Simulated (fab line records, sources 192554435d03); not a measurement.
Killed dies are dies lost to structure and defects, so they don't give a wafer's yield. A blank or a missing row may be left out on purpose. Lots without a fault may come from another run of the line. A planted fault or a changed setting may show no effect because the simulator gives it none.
A struck lot beside a sound one | flow n5_finfet | 15 steps out of a route of 1938
Sound: wafers L775.1, L775.4, L775.5. Struck: wafers L782.1, L782.3. (L782.6 of the same lot was not struck and is left out.) The cause comes at the end.
At each step with rows: each side's tool, then ch and its chambers, then its first start. Under that, the readings that differ: sound wafers | struck wafers | difference of the means | sigmas: that difference in standard deviations of wafers without a fault.
alike: readings whose means differ by less than 2 such deviations, and words and numbers that are the same on both sides. not compared: withheld readings, readings that some wafer has no value for, bounds like >300 that may hide the same value, and numbers for which the record gives no deviation and whose values overlap.
The two part at a step that has a row with sigmas, a row that says differs or no value, or rows on one side only. Numbers that don't overlap but have no deviation are shown without sigmas and don't part them. A reading that every wafer of one side lacks parts them only if that side has two wafers or more.

first, 5 steps without rows for these wafers: N5_PASSIVATION_SOFTBAKE_05 (time 90 s); N5_PASSIVATION_EXPOSE_07 (exposes mask TV, defocus 0 nm, target cd 3000 nm); N5_PASSIVATION_PEB_08; N5_PASSIVATION_DEVELOP_09 (develop time 60 s); N5_PASSIVATION_HARDBAKE_11 (time 120 s).
N5_PASSIVATION_CD_MEAS_10: target cd 3000 nm.
  sound on cd_sem-01 ch 0, day 15 12:41; struck on cd_sem-01 ch 0, day 16 14:26
  alike: cd_nm
N5_PASSIVATION_OVL_MEAS_60:
  sound on overlay-02 ch 0, day 15 12:43; struck on overlay-02 ch 0, day 16 14:28
  alike: TV_OVL
N5_PASSIVATION_INSPECT_61: inspects for defects (macro).
  sound on defect_inspect-02, day 15 12:44; struck on defect_inspect-02, day 16 14:29
  alike: raw_defect_count
N5_PASSIVATION_DESCUM_12: chemistry O2, time 7.9 s.
  sound on rie_diel-01 ch 0,2, day 15 12:55; struck on rie_diel-01 ch 0,3, day 16 14:31
  alike: drypump_motor_current_A, oes_product_au, rf_vpp_V, showerhead_plenum_p_Torr, throttle_valve_pct
  not compared: rf_hours_counter_h
N5_PASSIVATION_PASS_ETCH_74: etches SiNx in CF4/O2, target depth 220 nm, time 110 s.
  sound on rie_diel-01 ch 0,2, day 15 12:59; struck on rie_diel-01 ch 0,3, day 16 14:35
  alike: drypump_motor_current_A, oes_product_au, rf_vpp_V, showerhead_plenum_p_Torr, throttle_valve_pct
  not compared: rf_hours_counter_h
N5_PASSIVATION_VIA_ETCH_13: etches SiO2 in CHF3/O2, target depth 660 nm, time 330 s.
  sound on rie_diel-01 ch 0,2, day 15 13:05; struck on rie_diel-01 ch 0,3, day 16 14:41
  alike: CHF3_flow_sccm, drypump_motor_current_A, etch_rf_on_time_s, oes_product_au, rf_vpp_V, showerhead_plenum_p_Torr, throttle_valve_pct
  not compared: rf_hours_counter_h
N5_PASSIVATION_STRIP_14: strips in O2.
  sound on rie_diel-01 ch 0,2, day 15 13:16; struck on rie_diel-01 ch 0,3, day 16 14:53
  alike: drypump_motor_current_A, oes_product_au, rf_vpp_V, showerhead_plenum_p_Torr, throttle_valve_pct
  not compared: rf_hours_counter_h
N5_PASSIVATION_ETCH_15: etches SiCN in CF4/N2, target depth 75 nm, time 81.2 s.
  sound on rie_diel-01 ch 0,2, day 15 13:19; struck on rie_diel-01 ch 0,3, day 16 14:55
  reading                  | sound             | struck      | difference | sigmas
  model.etch.depth_nm (nm) | 66.05 62.78 62.73 | 88.36 87.29 | +23.97     |
  alike: drypump_motor_current_A, oes_product_au, rf_vpp_V, showerhead_plenum_p_Torr, throttle_valve_pct
  not compared: rf_hours_counter_h
then, 2 steps without rows for these wafers: N5_PASSIVATION_STRIP_73 (strips in post etch residue remover, time 60 s); N5_PASSIVATION_PROBE_49.

WHERE THEY PART
Nowhere in this record.

WHY: what the simulator had put in
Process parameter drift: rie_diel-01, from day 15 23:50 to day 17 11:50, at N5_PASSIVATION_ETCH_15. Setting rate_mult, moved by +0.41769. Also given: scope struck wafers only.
